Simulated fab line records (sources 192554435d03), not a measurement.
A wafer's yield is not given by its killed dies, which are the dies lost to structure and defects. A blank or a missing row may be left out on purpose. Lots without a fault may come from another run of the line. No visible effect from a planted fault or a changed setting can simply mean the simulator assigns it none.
Comparing a struck lot with a sound one | flow n5Finfet | 28 steps out of a route of 1938
Sound: the wafers L492.2, L492.3, L492.6. Wafers struck: L497.1, L497.4, L497.5. Last of all comes the cause.
Order at every step that has rows: each side's tool, ch and its chambers, its first start. Under that, the readings that differ: sound wafers | struck wafers | difference of the means | sigmas: that difference in standard deviations of wafers without a fault.
alike: same words and numbers on both sides, and readings whose means sit less than 2 such deviations apart. not compared: any withheld reading, any reading some wafer has no value for, any bound like >300 that may hide the same value, and any number with overlapping values for which the record gives no deviation.
A row with sigmas, a row that says differs or no value, or rows on one side alone: a step with any of these is where the two part. Numbers that don't overlap but have no deviation are shown without sigmas and don't part them. A reading that every wafer of one side lacks parts them only if that side has two wafers or more.

first, 9 steps without rows for these wafers: N5_BEOL_M0_SAQP_EXPOSE_37 (exposes mask M0 CUT1, target cd 30 nm); N5_BEOL_M0_SAQP_PEB_38 (peb time 60 s); N5_BEOL_M0_SAQP_DEVELOP_39 (develop time 30 s); N5_BEOL_M0_SAQP_DESCUM_45 (chemistry O2, time 7 s); N5_BEOL_M0_SAQP_ETCH_88 (etches underlayer in N2/H2, target depth 6.5 nm, time 5.2 s); N5_BEOL_M0_SAQP_ETCH_73 (etches SiARC in CF4, target depth 19.5 nm, time 32.5 s); N5_BEOL_M0_SAQP_CUT_ETCH_46 (etches SOC in N2/H2, target depth 135 nm, overetch 27 nm, time 202.5 s); N5_BEOL_M0_SAQP_STRIP_74 (strips in N2/H2); N5_BEOL_M0_SAQP_STRIP_89 (strips in N2/H2).
N5_BEOL_M0_SAQP_ALD_48: deposits SiO2, target thk 20 nm, pulse time 1 s, co reactant pulse time 1 s.
  sound on aldSin-03 ch 1,3, day 5 23:46; struck on aldSin-03 ch 0,1,3, day 7 12:03
reading                                      | sound             | struck            | difference                    | sigmas
aldCycles                                    | 139 139 139       | 125 125 125       | -14                           | 
precursorPulseHeightRel                      | 0.973 0.975 0.983 | 0.997 1.023 1.034 | +0.041                        | +2
susceptorTempC (C)                           | 99.87 99.95 99.98 | - - -             | no value on the struck wafers | 
model.SiO2_of_BEOL_M0_SAQP_ALD_48.thkNm (nm) | 19.8 19.8 19.8    | 18 18 18          | -2                            | 
  alike: heaterPowerW
then, 15 steps without rows for these wafers: N5_BEOL_M0_SAQP_ETCH_49 (etches SiO2 in CF4/O2, target depth 37 nm); N5_BEOL_M0_SAQP_STRIP_75 (strips in CF4); N5_BEOL_M0_CUTY_COAT_50 (time 60 s, resist thk 15 nm); N5_BEOL_M0_CUTY_COAT_51 (resist thk 150 nm); N5_BEOL_M0_CUTY_EBR_52; N5_BEOL_M0_CUTY_SOFTBAKE_53 (time 60 s); N5_BEOL_M0_CUTY_EXPOSE_54 (exposes mask M0 ABLK); N5_BEOL_M0_CUTY_PEB_55 (peb time 60 s); N5_BEOL_M0_CUTY_DEVELOP_56 (develop time 30 s); N5_BEOL_M0_CUTY_DESCUM_61 (chemistry O2, time 7.9 s); N5_BEOL_M0_CUTY_ETCH_62 (etches SiARC in CF4, time 58.5 s); N5_BEOL_M0_CUTY_ETCH_63 (etches SOC in N2/H2, target depth 82.7 nm, overetch 16.5 nm, time 124 s); N5_BEOL_M0_CUTY_STRIP_64 (strips in N2/H2); N5_BEOL_M0_ETCH_138 (etches SiCN in CH3F/O2, target depth 12 nm, time 31.6 s); N5_BEOL_M0_HM_OPEN_105 (chemistry Cl2/BCl3, target TiN, target depth 12 nm).
N5_BEOL_M0_STRIP_140: strips in CF4.
  sound on rieDiel-01 ch 0,1,3, day 6 03:38; struck on rieDiel-03 ch 0,1, day 7 16:39
reading                                      | sound          | struck   | difference | sigmas
model.SiO2_of_BEOL_M0_SAQP_ALD_48.thkNm (nm) | 11.2 11.6 11.2 | 10 10 10 | -1         | 
  alike: biasPowerW, drypumpMotorCurrentA, oesProductAu, rfVppV, showerheadPlenumPTorr, throttleValvePct
  not compared: rfHoursCounterH
then, 1 step without rows for these wafers: N5_BEOL_M0_STRIP_104 (strips in N2/H2).
N5_PASSIVATION_PROBE_49:
  the record has rows for the sound wafers here (prober-01, day 14 12:07) and none for the struck ones

## WHERE THEY PART
First at N5_BEOL_M0_SAQP_ALD_48; last, within this record, at N5_PASSIVATION_PROBE_49.

WHY: what had been put in by the simulator
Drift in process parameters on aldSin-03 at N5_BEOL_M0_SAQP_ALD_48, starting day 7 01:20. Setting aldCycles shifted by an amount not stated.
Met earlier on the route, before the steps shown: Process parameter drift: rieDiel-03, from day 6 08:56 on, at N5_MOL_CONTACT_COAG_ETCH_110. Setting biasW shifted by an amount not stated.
